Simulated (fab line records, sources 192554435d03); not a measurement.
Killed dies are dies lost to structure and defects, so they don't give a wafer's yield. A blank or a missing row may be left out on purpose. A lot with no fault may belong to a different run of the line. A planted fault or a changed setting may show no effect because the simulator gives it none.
The tool behind it: which one? :: flow n5Finfet :: 72 wafers from 24 lots sampled at 4 of the route's 1938 steps

== WHAT THE GAUGES SHOWED, per wafer ==
N5_SD_EPI_N_INSPECT_11: inspects for defects (macro).
lot: L074
measured: day 3 04:20
on: defectInspect-01
rawDefectCount: 2 1 5

lot: L075
measured: day 3 15:52
on: defectInspect-02
rawDefectCount: 1 3 6

lot: L076
measured: day 3 16:16
on: defectInspect-01
rawDefectCount: 1 5 0

lot: L077
measured: day 3 21:41
on: defectInspect-02
rawDefectCount: 4 1 0

lot: L078
measured: day 4 01:55
on: defectInspect-02
rawDefectCount: 2 2 1

lot: L079
measured: day 4 06:50
on: defectInspect-02
rawDefectCount: 2 2 1

lot: L080
measured: day 4 11:41
on: defectInspect-01
rawDefectCount: 2 1 3

lot: L081
measured: day 4 19:38
on: defectInspect-02
rawDefectCount: 2 5 5

lot: L082
measured: day 5 02:37
on: defectInspect-02
rawDefectCount: 2 2 4

lot: L083
measured: day 5 08:33
on: defectInspect-01
rawDefectCount: 1 3 3

lot: L084
measured: day 5 16:10
on: defectInspect-01
rawDefectCount: 4 2 1

lot: L085
measured: day 5 19:07
on: defectInspect-02
rawDefectCount: 0 2 1

lot: L086
measured: day 6 00:43
on: defectInspect-01
rawDefectCount: 2 3 4

lot: L087
measured: day 6 08:15
on: defectInspect-01
rawDefectCount: 2 2 3

lot: L088
measured: day 6 13:22
on: defectInspect-02
rawDefectCount: 2 2 4

lot: L089
measured: day 6 18:19
on: defectInspect-02
rawDefectCount: 4 0 5

lot: L090
measured: day 7 05:25
on: defectInspect-01
rawDefectCount: 1 1 3

lot: L091
measured: day 7 05:34
on: defectInspect-02
rawDefectCount: 5 2 3

lot: L092
measured: day 7 13:58
on: defectInspect-01
rawDefectCount: 3 3 4

lot: L093
measured: day 7 19:13
on: defectInspect-02
rawDefectCount: 1 5 4

lot: L094
measured: day 7 23:19
on: defectInspect-02
rawDefectCount: 3 3 2

lot: L095
measured: day 8 08:13
on: defectInspect-01
rawDefectCount: 2 3 1

lot: L096
measured: day 8 12:26
on: defectInspect-01
rawDefectCount: 2 3 3

lot: L097
measured: day 8 19:46
on: defectInspect-02
rawDefectCount: 1 2 0

== TOOL THAT RAN EACH LOT (tool first, then ch and the chambers of the sampled wafers, then the start) ==
lot: L074
N5_DUMMY_GATE_ETCH_29: rieDiel-02 ch 0,2,3, day 3 02:11
N5_DUMMY_GATE_ETCH_44: rieSi-06 ch 0,2,3, day 3 02:53
N5_SPACER0_ALD_00: aldSin-02 ch 0,1, day 3 03:28

lot: L075
N5_DUMMY_GATE_ETCH_29: rieDiel-04 ch 0,3, day 3 11:05
N5_DUMMY_GATE_ETCH_44: rieSi-06 ch 1,2,3, day 3 12:01
N5_SPACER0_ALD_00: aldSin-02 ch 2,3, day 3 15:07

lot: L076
N5_DUMMY_GATE_ETCH_29: rieDiel-04 ch 0,3, day 3 12:59
N5_DUMMY_GATE_ETCH_44: rieSi-05 ch 2,3, day 3 13:40
N5_SPACER0_ALD_00: aldSin-01 ch 0,1,2, day 3 15:24

lot: L077
N5_DUMMY_GATE_ETCH_29: rieDiel-02 ch 0,1,2, day 3 19:22
N5_DUMMY_GATE_ETCH_44: rieSi-05 ch 1,3, day 3 20:14
N5_SPACER0_ALD_00: aldSin-01 ch 0,1,2, day 3 20:49

lot: L078
N5_DUMMY_GATE_ETCH_29: rieDiel-04 ch 0,1,2, day 3 23:54
N5_DUMMY_GATE_ETCH_44: rieSi-06 ch 0,1,3, day 4 00:36
N5_SPACER0_ALD_00: aldSin-01 ch 0,1,3, day 4 01:11

lot: L079
N5_DUMMY_GATE_ETCH_29: rieDiel-03 ch 0,1,2, day 4 04:41
N5_DUMMY_GATE_ETCH_44: rieSi-02 ch 0,2,3, day 4 05:23
N5_SPACER0_ALD_00: aldSin-02 ch 1,2,3, day 4 05:58

lot: L080
N5_DUMMY_GATE_ETCH_29: rieDiel-03 ch 1,3, day 4 09:23
N5_DUMMY_GATE_ETCH_44: rieSi-06 ch 1,3, day 4 10:05
N5_SPACER0_ALD_00: aldSin-02 ch 1,3, day 4 10:49

lot: L081
N5_DUMMY_GATE_ETCH_29: rieDiel-02 ch 2,3, day 4 16:52
N5_DUMMY_GATE_ETCH_44: rieSi-06 ch 1,2, day 4 17:42
N5_SPACER0_ALD_00: aldSin-04 ch 0,1, day 4 18:46

lot: L082
N5_DUMMY_GATE_ETCH_29: rieDiel-03 ch 0,2,3, day 5 00:35
N5_DUMMY_GATE_ETCH_44: rieSi-02 ch 0,3, day 5 01:17
N5_SPACER0_ALD_00: aldSin-02 ch 0,3, day 5 01:52

lot: L083
N5_DUMMY_GATE_ETCH_29: rieDiel-02 ch 1,2,3, day 5 04:56
N5_DUMMY_GATE_ETCH_44: rieSi-05 ch 0,1,3, day 5 05:37
N5_SPACER0_ALD_00: aldSin-04 ch 0,1,3, day 5 07:41

lot: L084
N5_DUMMY_GATE_ETCH_29: rieDiel-02 ch 0,1,3, day 5 14:08
N5_DUMMY_GATE_ETCH_44: rieSi-05 ch 0,1,2, day 5 14:50
N5_SPACER0_ALD_00: aldSin-04 ch 0,2, day 5 15:25

lot: L085
N5_DUMMY_GATE_ETCH_29: rieDiel-04 ch 0,3, day 5 17:01
N5_DUMMY_GATE_ETCH_44: rieSi-06 ch 1,3, day 5 17:43
N5_SPACER0_ALD_00: aldSin-02 ch 1,2,3, day 5 18:23

lot: L086
N5_DUMMY_GATE_ETCH_29: rieDiel-04 ch 0,1,2, day 5 22:11
N5_DUMMY_GATE_ETCH_44: rieSi-05 ch 0,2, day 5 22:53
N5_SPACER0_ALD_00: aldSin-04 ch 0,1,2, day 5 23:49

lot: L087
N5_DUMMY_GATE_ETCH_29: rieDiel-04 ch 0,1,2, day 6 05:54
N5_DUMMY_GATE_ETCH_44: rieSi-06 ch 0,2,3, day 6 06:35
N5_SPACER0_ALD_00: aldSin-04 ch 0,2, day 6 07:23

lot: L088
N5_DUMMY_GATE_ETCH_29: rieDiel-03 ch 0,2,3, day 6 11:12
N5_DUMMY_GATE_ETCH_44: rieSi-05 ch 0,1,2, day 6 11:54
N5_SPACER0_ALD_00: aldSin-01 ch 0,1,2, day 6 12:29

lot: L089
N5_DUMMY_GATE_ETCH_29: rieDiel-03 ch 0,3, day 6 15:53
N5_DUMMY_GATE_ETCH_44: rieSi-02 ch 0,2,3, day 6 16:46
N5_SPACER0_ALD_00: aldSin-01 ch 1,2,3, day 6 17:27

lot: L090
N5_DUMMY_GATE_ETCH_29: rieDiel-04 ch 0,1,3, day 7 01:34
N5_DUMMY_GATE_ETCH_44: rieSi-05 ch 2,3, day 7 02:16
N5_SPACER0_ALD_00: aldSin-01 ch 0,1,2, day 7 04:40

lot: L091
N5_DUMMY_GATE_ETCH_29: rieDiel-04 ch 0,1, day 7 03:19
N5_DUMMY_GATE_ETCH_44: rieSi-02 ch 0,2,3, day 7 04:00
N5_SPACER0_ALD_00: aldSin-02 ch 0,1,3, day 7 04:42

lot: L092
N5_DUMMY_GATE_ETCH_29: rieDiel-02 ch 0,1, day 7 11:41
N5_DUMMY_GATE_ETCH_44: rieSi-06 ch 1,2,3, day 7 12:23
N5_SPACER0_ALD_00: aldSin-01 ch 0,1,3, day 7 13:05

lot: L093
N5_DUMMY_GATE_ETCH_29: rieDiel-03 ch 0,3, day 7 17:05
N5_DUMMY_GATE_ETCH_44: rieSi-02 ch 0,1, day 7 17:46
N5_SPACER0_ALD_00: aldSin-01 ch 0,3, day 7 18:21

lot: L094
N5_DUMMY_GATE_ETCH_29: rieDiel-02 ch 1,2, day 7 21:10
N5_DUMMY_GATE_ETCH_44: rieSi-06 ch 1,2, day 7 21:51
N5_SPACER0_ALD_00: aldSin-02 ch 0,1,3, day 7 22:26

lot: L095
N5_DUMMY_GATE_ETCH_29: rieDiel-02 ch 1,2,3, day 8 05:51
N5_DUMMY_GATE_ETCH_44: rieSi-02 ch 0,1,2, day 8 06:41
N5_SPACER0_ALD_00: aldSin-04 ch 0,1,2, day 8 07:21

lot: L096
N5_DUMMY_GATE_ETCH_29: rieDiel-04 ch 2,3, day 8 10:11
N5_DUMMY_GATE_ETCH_44: rieSi-02 ch 1,2, day 8 10:53
N5_SPACER0_ALD_00: aldSin-01 ch 0,1,2, day 8 11:41

lot: L097
N5_DUMMY_GATE_ETCH_29: rieDiel-03 ch 0,3, day 8 17:19
N5_DUMMY_GATE_ETCH_44: rieSi-06 ch 1,2, day 8 18:01
N5_SPACER0_ALD_00: aldSin-04 ch 0,2,3, day 8 19:02
- N5_DUMMY_GATE_ETCH_29: etches underlayer in N2/H2, target depth 13 nm.
- N5_DUMMY_GATE_ETCH_44: etches poly-Si in HBr/O2, stops on SiO2, target depth 127.5 nm.
- N5_SPACER0_ALD_00: deposits SiOCN, target thk 3.5 nm, pulse time 3 s, purge time 2 s.

== WHAT THE TOOLS THEMSELVES READ (means of the sampled wafers that have a number; where no wafer has one, the mark that the record gives instead) ==
N5_DUMMY_GATE_ETCH_29.
lot: L074
tool: rieDiel-02
biasW (W): 150.0
drypumpMotorCurrentA (A): 5.5
oesProductAu (a.u.): 0.76
rfVppV (V): 524.1
showerheadPlenumPTorr (Torr): 2.55
throttleValvePct (%): 18.13

lot: L075
tool: rieDiel-04
biasW (W): 149.7
drypumpMotorCurrentA (A): 5.8
oesProductAu (a.u.): 0.79
rfVppV (V): 522.9
showerheadPlenumPTorr (Torr): 2.52
throttleValvePct (%): 18.05

lot: L076
tool: rieDiel-04
biasW (W): 150.2
drypumpMotorCurrentA (A): 5.8
oesProductAu (a.u.): 0.79
rfVppV (V): 523.1
showerheadPlenumPTorr (Torr): 2.52
throttleValvePct (%): 18.06

lot: L077
tool: rieDiel-02
biasW (W): 150.8
drypumpMotorCurrentA (A): 6.0
oesProductAu (a.u.): 0.73
rfVppV (V): 523.9
showerheadPlenumPTorr (Torr): 2.57
throttleValvePct (%): 18.02

lot: L078
tool: rieDiel-04
biasW (W): 150.1
drypumpMotorCurrentA (A): 5.5
oesProductAu (a.u.): 0.73
rfVppV (V): 523.6
showerheadPlenumPTorr (Torr): 2.54
throttleValvePct (%): 17.97

lot: L079
tool: rieDiel-03
biasW (W): 149.9
drypumpMotorCurrentA (A): 5.9
oesProductAu (a.u.): 0.83
rfVppV (V): 522.0
showerheadPlenumPTorr (Torr): 2.50
throttleValvePct (%): 17.73

lot: L080
tool: rieDiel-03
biasW (W): 150.5
drypumpMotorCurrentA (A): 5.6
oesProductAu (a.u.): 0.76
rfVppV (V): 525.7
showerheadPlenumPTorr (Torr): 2.62
throttleValvePct (%): 17.76

lot: L081
tool: rieDiel-02
biasW (W): 150.3
drypumpMotorCurrentA (A): 5.6
oesProductAu (a.u.): 0.79
rfVppV (V): 522.4
showerheadPlenumPTorr (Torr): 2.51
throttleValvePct (%): 18.13

lot: L082
tool: rieDiel-03
biasW (W): 149.5
drypumpMotorCurrentA (A): 5.9
oesProductAu (a.u.): 0.80
rfVppV (V): 522.9
showerheadPlenumPTorr (Torr): 2.53
throttleValvePct (%): 17.82

lot: L083
tool: rieDiel-02
biasW (W): 149.9
drypumpMotorCurrentA (A): 5.7
oesProductAu (a.u.): 0.75
rfVppV (V): 522.1
showerheadPlenumPTorr (Torr): 2.49
throttleValvePct (%): 18.03

lot: L084
tool: rieDiel-02
biasW (W): 149.9
drypumpMotorCurrentA (A): 5.6
oesProductAu (a.u.): 0.70
rfVppV (V): 523.1
showerheadPlenumPTorr (Torr): 2.52
throttleValvePct (%): 18.05

lot: L085
tool: rieDiel-04
biasW (W): 149.7
drypumpMotorCurrentA (A): 5.7
oesProductAu (a.u.): 0.77
rfVppV (V): 522.5
showerheadPlenumPTorr (Torr): 2.51
throttleValvePct (%): 18.08

lot: L086
tool: rieDiel-04
biasW (W): 149.7
drypumpMotorCurrentA (A): 5.5
oesProductAu (a.u.): 0.72
rfVppV (V): 523.4
showerheadPlenumPTorr (Torr): 2.53
throttleValvePct (%): 18.01

lot: L087
tool: rieDiel-04
biasW (W): 149.8
drypumpMotorCurrentA (A): 5.5
oesProductAu (a.u.): 0.71
rfVppV (V): 523.6
showerheadPlenumPTorr (Torr): 2.53
throttleValvePct (%): 18.01

lot: L088
tool: rieDiel-03
biasW (W): 150.0
drypumpMotorCurrentA (A): 5.8
oesProductAu (a.u.): 0.79
rfVppV (V): 522.3
showerheadPlenumPTorr (Torr): 2.52
throttleValvePct (%): 17.84

lot: L089
tool: rieDiel-03
biasW (W): 149.9
drypumpMotorCurrentA (A): 5.8
oesProductAu (a.u.): 0.82
rfVppV (V): 523.5
showerheadPlenumPTorr (Torr): 2.53
throttleValvePct (%): 17.72

lot: L090
tool: rieDiel-04
biasW (W): 149.5
drypumpMotorCurrentA (A): 5.7
oesProductAu (a.u.): 0.75
rfVppV (V): 524.9
showerheadPlenumPTorr (Torr): 2.58
throttleValvePct (%): 18.08

lot: L091
tool: rieDiel-04
biasW (W): 150.0
drypumpMotorCurrentA (A): 5.3
oesProductAu (a.u.): 0.68
rfVppV (V): 523.8
showerheadPlenumPTorr (Torr): 2.55
throttleValvePct (%): 18.15

lot: L092
tool: rieDiel-02
biasW (W): 149.7
drypumpMotorCurrentA (A): 5.9
oesProductAu (a.u.): 0.67
rfVppV (V): 525.2
showerheadPlenumPTorr (Torr): 2.59
throttleValvePct (%): 18.10

lot: L093
tool: rieDiel-03
biasW (W): 150.1
drypumpMotorCurrentA (A): 5.8
oesProductAu (a.u.): 0.80
rfVppV (V): 523.5
showerheadPlenumPTorr (Torr): 2.53
throttleValvePct (%): 17.73

lot: L094
tool: rieDiel-02
biasW (W): 150.3
drypumpMotorCurrentA (A): 6.0
oesProductAu (a.u.): 0.74
rfVppV (V): 524.2
showerheadPlenumPTorr (Torr): 2.53
throttleValvePct (%): 18.06

lot: L095
tool: rieDiel-02
biasW (W): 149.7
drypumpMotorCurrentA (A): 5.7
oesProductAu (a.u.): 0.74
rfVppV (V): 523.1
showerheadPlenumPTorr (Torr): 2.49
throttleValvePct (%): 18.08

lot: L096
tool: rieDiel-04
biasW (W): 149.8
drypumpMotorCurrentA (A): 6.1
oesProductAu (a.u.): 0.81
rfVppV (V): 526.0
showerheadPlenumPTorr (Torr): 2.64
throttleValvePct (%): 17.88

lot: L097
tool: rieDiel-03
biasW (W): 149.5
drypumpMotorCurrentA (A): 5.6
oesProductAu (a.u.): 0.75
rfVppV (V): 524.5
showerheadPlenumPTorr (Torr): 2.58
throttleValvePct (%): 17.81

N5_DUMMY_GATE_ETCH_44.
lot: L074
tool: rieSi-06
biasW (W): 20.00
drypumpMotorCurrentA (A): 5.7
oesProductAu (a.u.): 0.724
throttleValvePct (%): 18.65

lot: L075
tool: rieSi-06
biasW (W): 19.98
drypumpMotorCurrentA (A): 5.5
oesProductAu (a.u.): 0.730
throttleValvePct (%): 18.69

lot: L076
tool: rieSi-05
biasW (W): 19.99
drypumpMotorCurrentA (A): 6.0
oesProductAu (a.u.): 0.730
throttleValvePct (%): 18.57

lot: L077
tool: rieSi-05
biasW (W): 20.03
drypumpMotorCurrentA (A): 5.8
oesProductAu (a.u.): 0.727
throttleValvePct (%): 18.59

lot: L078
tool: rieSi-06
biasW (W): 20.02
drypumpMotorCurrentA (A): 6.0
oesProductAu (a.u.): 0.731
throttleValvePct (%): 18.76

lot: L079
tool: rieSi-02
biasW (W): 19.99
drypumpMotorCurrentA (A): 5.5
oesProductAu (a.u.): 0.725
throttleValvePct (%): 18.43

lot: L080
tool: rieSi-06
biasW (W): 20.02
drypumpMotorCurrentA (A): 5.8
oesProductAu (a.u.): 0.716
throttleValvePct (%): 18.79

lot: L081
tool: rieSi-06
biasW (W): 20.01
drypumpMotorCurrentA (A): 5.4
oesProductAu (a.u.): 0.726
throttleValvePct (%): 18.57

lot: L082
tool: rieSi-02
biasW (W): 19.97
drypumpMotorCurrentA (A): 5.5
oesProductAu (a.u.): 0.730
throttleValvePct (%): 18.65

lot: L083
tool: rieSi-05
biasW (W): 20.01
drypumpMotorCurrentA (A): 6.0
oesProductAu (a.u.): 0.728
throttleValvePct (%): 18.63

lot: L084
tool: rieSi-05
biasW (W): 19.98
drypumpMotorCurrentA (A): 6.0
oesProductAu (a.u.): 0.743
throttleValvePct (%): 18.62

lot: L085
tool: rieSi-06
biasW (W): 20.01
drypumpMotorCurrentA (A): 5.6
oesProductAu (a.u.): 0.718
throttleValvePct (%): 18.80

lot: L086
tool: rieSi-05
biasW (W): 20.07
drypumpMotorCurrentA (A): 6.1
oesProductAu (a.u.): 0.747
throttleValvePct (%): 18.59

lot: L087
tool: rieSi-06
biasW (W): 19.99
drypumpMotorCurrentA (A): 5.6
oesProductAu (a.u.): 0.725
throttleValvePct (%): 18.61

lot: L088
tool: rieSi-05
biasW (W): 19.96
drypumpMotorCurrentA (A): 6.0
oesProductAu (a.u.): 0.740
throttleValvePct (%): 18.61

lot: L089
tool: rieSi-02
biasW (W): 19.99
drypumpMotorCurrentA (A): 5.5
oesProductAu (a.u.): 0.729
throttleValvePct (%): 18.43

lot: L090
tool: rieSi-05
biasW (W): 19.94
drypumpMotorCurrentA (A): 6.0
oesProductAu (a.u.): 0.741
throttleValvePct (%): 18.44

lot: L091
tool: rieSi-02
biasW (W): 19.99
drypumpMotorCurrentA (A): 5.5
oesProductAu (a.u.): 0.728
throttleValvePct (%): 18.43

lot: L092
tool: rieSi-06
biasW (W): 19.95
drypumpMotorCurrentA (A): 5.5
oesProductAu (a.u.): 0.726
throttleValvePct (%): 18.69

lot: L093
tool: rieSi-02
biasW (W): 20.03
drypumpMotorCurrentA (A): 5.6
oesProductAu (a.u.): 0.724
throttleValvePct (%): 18.29

lot: L094
tool: rieSi-06
biasW (W): 20.01
drypumpMotorCurrentA (A): 5.7
oesProductAu (a.u.): 0.732
throttleValvePct (%): 18.69

lot: L095
tool: rieSi-02
biasW (W): 19.99
drypumpMotorCurrentA (A): 5.6
oesProductAu (a.u.): 0.729
throttleValvePct (%): 18.24

lot: L096
tool: rieSi-02
biasW (W): 20.00
drypumpMotorCurrentA (A): 5.7
oesProductAu (a.u.): 0.730
throttleValvePct (%): 18.15

lot: L097
tool: rieSi-06
biasW (W): 20.02
drypumpMotorCurrentA (A): 5.7
oesProductAu (a.u.): 0.726
throttleValvePct (%): 18.67

N5_SPACER0_ALD_00.
lot: L074
tool: aldSin-02
heaterPowerW (W): 825
precursorPulseHeightRel: 0.985

lot: L075
tool: aldSin-02
heaterPowerW (W): 812
precursorPulseHeightRel: 1.000

lot: L076
tool: aldSin-01
heaterPowerW (W): 878
precursorPulseHeightRel: 0.987

lot: L077
tool: aldSin-01
heaterPowerW (W): 877
precursorPulseHeightRel: 0.994

lot: L078
tool: aldSin-01
heaterPowerW (W): 884
precursorPulseHeightRel: 0.992

lot: L079
tool: aldSin-02
heaterPowerW (W): 816
precursorPulseHeightRel: 0.965

lot: L080
tool: aldSin-02
heaterPowerW (W): 820
precursorPulseHeightRel: 1.024

lot: L081
tool: aldSin-04
heaterPowerW (W): 830
precursorPulseHeightRel: 0.992

lot: L082
tool: aldSin-02
heaterPowerW (W): 780
precursorPulseHeightRel: 1.003

lot: L083
tool: aldSin-04
heaterPowerW (W): 860
precursorPulseHeightRel: 1.003

lot: L084
tool: aldSin-04
heaterPowerW (W): 921
precursorPulseHeightRel: 1.004

lot: L085
tool: aldSin-02
heaterPowerW (W): 824
precursorPulseHeightRel: 1.011

lot: L086
tool: aldSin-04
heaterPowerW (W): 870
precursorPulseHeightRel: 1.006

lot: L087
tool: aldSin-04
heaterPowerW (W): 921
precursorPulseHeightRel: 0.986

lot: L088
tool: aldSin-01
heaterPowerW (W): 836
precursorPulseHeightRel: 0.979

lot: L089
tool: aldSin-01
heaterPowerW (W): 864
precursorPulseHeightRel: 0.996

lot: L090
tool: aldSin-01
heaterPowerW (W): 831
precursorPulseHeightRel: 1.006

lot: L091
tool: aldSin-02
heaterPowerW (W): 796
precursorPulseHeightRel: 0.994

lot: L092
tool: aldSin-01
heaterPowerW (W): 879
precursorPulseHeightRel: 0.985

lot: L093
tool: aldSin-01
heaterPowerW (W): 931
precursorPulseHeightRel: 0.996

lot: L094
tool: aldSin-02
heaterPowerW (W): 805
precursorPulseHeightRel: 0.986

lot: L095
tool: aldSin-04
heaterPowerW (W): 874
precursorPulseHeightRel: 1.009

lot: L096
tool: aldSin-01
heaterPowerW (W): 850
precursorPulseHeightRel: 0.994

lot: L097
tool: aldSin-04
heaterPowerW (W): 890
precursorPulseHeightRel: 1.021

== THE ANSWER, worked out from the rows above alone ==
Rule: what is usual is taken from the lots themselves. Put in order of their means at a reading, lots are off if they are a third of the lots or fewer, leave a main group of 4 or more, and stand apart from it by a gap of 3 or more times the standard deviation of the main group's means; of several such gaps the widest counts. A main group is skipped when, at the precision printed for the reading in the tables above, its means are all equal. A lot without any number at a reading at which 4 lots or more have one is off too. All remaining lots with rows at the step are treated as sound. Order of review: gauges by route order, followed by the tools' own readings, for which a lot's mean as printed above is used. The first step at which some lot is off is used, and at that step the reading that is off furthest; a lot without a number counts as furthest.
None of the lots is off at any reading shown; this tells nothing.

== WHAT THE SIMULATOR HAD INSERTED ==
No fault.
